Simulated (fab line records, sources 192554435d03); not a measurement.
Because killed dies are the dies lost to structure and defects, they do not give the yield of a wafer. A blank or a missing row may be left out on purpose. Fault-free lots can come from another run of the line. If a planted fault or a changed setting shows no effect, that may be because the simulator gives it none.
Matching of chambers + flow n5_finfet + N5_BEOL_M15_CMP_49 on cmp-03: 4 sister chambers
The step polishes, stops on SiO2, t overpolish 4.9 s, target thk 850 nm. 8 wafers are shown with their chamber, then 12 later ones without.

EACH WAFER AND ITS CHAMBER
| wafer  | chamber | motor_current_A (A) | barrier_field_endpoint_s (s) |
|--------|---------|---------------------|------------------------------|
| L080.4 | 3       | 7.7                 | 11.15                        |
| L085.2 | 3       | 7.9                 | 11.35                        |
| L085.4 | 2       | 7.7                 | 11.33                        |
| L089.3 | 0       | 8.0                 | 11.26                        |
| L089.6 | 1       | 8.2                 | 11.76                        |
| L088.1 | 1       | 8.1                 | 11.51                        |
| L088.3 | 0       | 8.8                 | 11.52                        |
| L088.4 | 2       | 8.5                 | 11.33                        |

WAFERS MISSING THEIR CHAMBER
| wafer  | motor_current_A (A) | barrier_field_endpoint_s (s) |
|--------|---------------------|------------------------------|
| L087.2 | 8.1                 | 11.87                        |
| L087.4 | 8.0                 | 11.76                        |
| L087.6 | 7.2                 | 11.59                        |
| L090.1 | 8.7                 | 10.99                        |
| L090.2 | 8.3                 | 11.08                        |
| L090.4 | 8.3                 | 11.12                        |
| L092.2 | 7.7                 | 11.23                        |
| L092.3 | 8.5                 | 11.46                        |
| L092.5 | 8.1                 | 11.26                        |
| L097.1 | 7.5                 | 11.27                        |
| L097.3 | 7.8                 | 11.14                        |
| L097.5 | 8.2                 | 11.41                        |

CHAMBER TAKEN BY EACH
| wafer  | from the rows above               | in truth |
|--------|-----------------------------------|----------|
| L087.2 | can't be placed: 1 or 0           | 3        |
| L087.4 | can't be placed: 1 or 0           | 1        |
| L087.6 | can't be placed: 1 or 3 or 2 or 0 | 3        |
| L090.1 | can't be placed: 2 or 3 or 0 or 1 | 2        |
| L090.2 | can't be placed: 3 or 2 or 0      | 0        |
| L090.4 | can't be placed: 3 or 2 or 0      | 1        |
| L092.2 | can't be placed: 3 or 2 or 0      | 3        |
| L092.3 | can't be placed: 0 or 2 or 1 or 3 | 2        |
| L092.5 | can't be placed: 2 or 3 or 0      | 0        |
| L097.1 | can't be placed: 3 or 2 or 0      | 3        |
| L097.3 | can't be placed: 3 or 2 or 0      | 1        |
| L097.5 | can't be placed: 0 or 2 or 3 or 1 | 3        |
Correct placement for 0 of the 12. These rows do not allow placing 12 (true chamber among the candidates in 9). Placed wrongly: 0.
How it was worked out, from the rows above alone: a wafer's distance from a chamber is the root of the sum, over the readings, of the square of ((its reading less the chamber's mean) divided by the reading's scatter). If the next closest chamber is less than 2 further off than the closest, the wafer can't be placed; otherwise it belongs to the closest. A chamber's mean is the mean of its shown wafers. The scatter: the root of (the sum of the squares of (reading less its chamber's mean) over the shown wafers, divided by (wafers less chambers)).
